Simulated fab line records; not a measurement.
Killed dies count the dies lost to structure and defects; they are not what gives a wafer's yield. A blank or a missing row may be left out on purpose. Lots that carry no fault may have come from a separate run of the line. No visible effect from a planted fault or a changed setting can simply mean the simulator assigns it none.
2 desks, one fault | flow nand harc | each desk has only its own numbers; what lay behind them comes last

== THE DEFECT DESK ==
Inspection counts along the route, by lot: the mean over sampled wafers that carry a number. Any lot whose mean is over 4 standard deviations away from the usual mean is out of limits and marked OUT; that distance is given in the brackets.
Columns: A = raw defect count at NHARC_P_M0_INSPECT_27, usual 300; B = raw defect count at NHARC_P_M1_INSPECT_11, usual 4.8
lot  | first seen here | A   | B
L518 | day 6 20:13     | 283 | 5.3
L519 | day 7 08:41     | 496 | 5.0
L517 | day 7 15:59     | 223 | 5.3
L521 | day 7 20:52     | 259 | 4.7
L523 | day 8 17:12     | 303 | 8.7
L524 | day 9 02:17     | 267 | 3.0
L526 | day 9 21:12     | 298 | 3.3
L528 | day 10 17:53    | 312 | 4.3
L527 | day 10 20:47    | 344 | 6.0
L536 | day 13 20:28    | 327 | 3.0
L535 | day 13 22:27    | 383 | 5.7
L537 | day 14 09:21    | 279 | 6.3
L538 | day 15 01:37    | 314 | 8.0
L539 | day 15 06:11    | 171 | 3.3
L540 | day 15 17:08    | 249 | 3.3
This desk found nothing out of limits on any of the 15 lots.

== TOOL OWNER'S DESK, rie diel-09 ==
The tool's own readings at NHARC_P_M1_ETCH_28 (etches the open film in CF4/N2, target depth 30 nm, time 72.99 s): means of the sampled wafers that have a number, for each lot that ran on this tool. Any lot whose mean is over 4 standard deviations away from the usual mean is out of limits and marked OUT; that distance is given in the brackets.
Columns: A = drypump motor current A at NHARC_P_M1_ETCH_28, usual 5.9 A; B = oes product au at NHARC_P_M1_ETCH_28, usual 1.002 a.u.; C = rf vpp V at NHARC_P_M1_ETCH_28, usual 313.9 V; D = showerhead plenum p Torr at NHARC_P_M1_ETCH_28, usual 2.61 Torr; E = throttle valve pct at NHARC_P_M1_ETCH_28, usual 19.792 %
lot  | first seen here | A   | B               | C     | D    | E
L517 | day 7 18:22     | 6.2 | 1.007           | 313.2 | 2.58 | 19.793
L521 | day 7 22:58     | 5.9 | 0.999           | 312.4 | 2.52 | 19.797
L523 | day 8 19:24     | 6.3 | 1.005           | 315.6 | 2.73 | 19.790
L524 | day 9 04:59     | 6.0 | 0.996           | 313.5 | 2.58 | 19.790
L526 | day 9 23:25     | 6.0 | 0.810 (-23) OUT | 313.2 | 2.58 | 19.783
L528 | day 10 20:08    | 5.9 | 0.814 (-22) OUT | 314.4 | 2.60 | 19.789
L527 | day 10 22:55    | 6.2 | 0.811 (-23) OUT | 315.7 | 2.73 | 19.799
L539 | day 15 08:29    | 6.1 | 1.002           | 312.4 | 2.49 | 19.791
L540 | day 15 19:20    | 6.2 | 1.009           | 313.3 | 2.56 | 19.792
This desk's finding: out of limits on L526, L527, L528; first on L526, day 9 23:25 (oes product au at NHARC_P_M1_ETCH_28). In limits: L517, L521, L523, L524, L539, L540.

== PUT TOGETHER ==
The tool owner's desk could have raised an alarm at day 9 23:25, on L526, L527, L528.
The defect desk saw nothing out of limits.
The defect desk has L526, L527, L528 on record, within its limits.
NHARC_P_M1_ETCH_28 was run on rie diel-09 by each of the lots named.

== WHAT THE SIMULATOR HAD PUT IN ==
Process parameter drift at NHARC_P_M1_ETCH_28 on rie diel-09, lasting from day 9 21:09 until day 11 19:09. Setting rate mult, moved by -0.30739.
Lots struck among those shown: L526, L527, L528.
How many hours passed from the start of the fault until each desk's first out-of-limits reading: the tool owner's desk, 2.
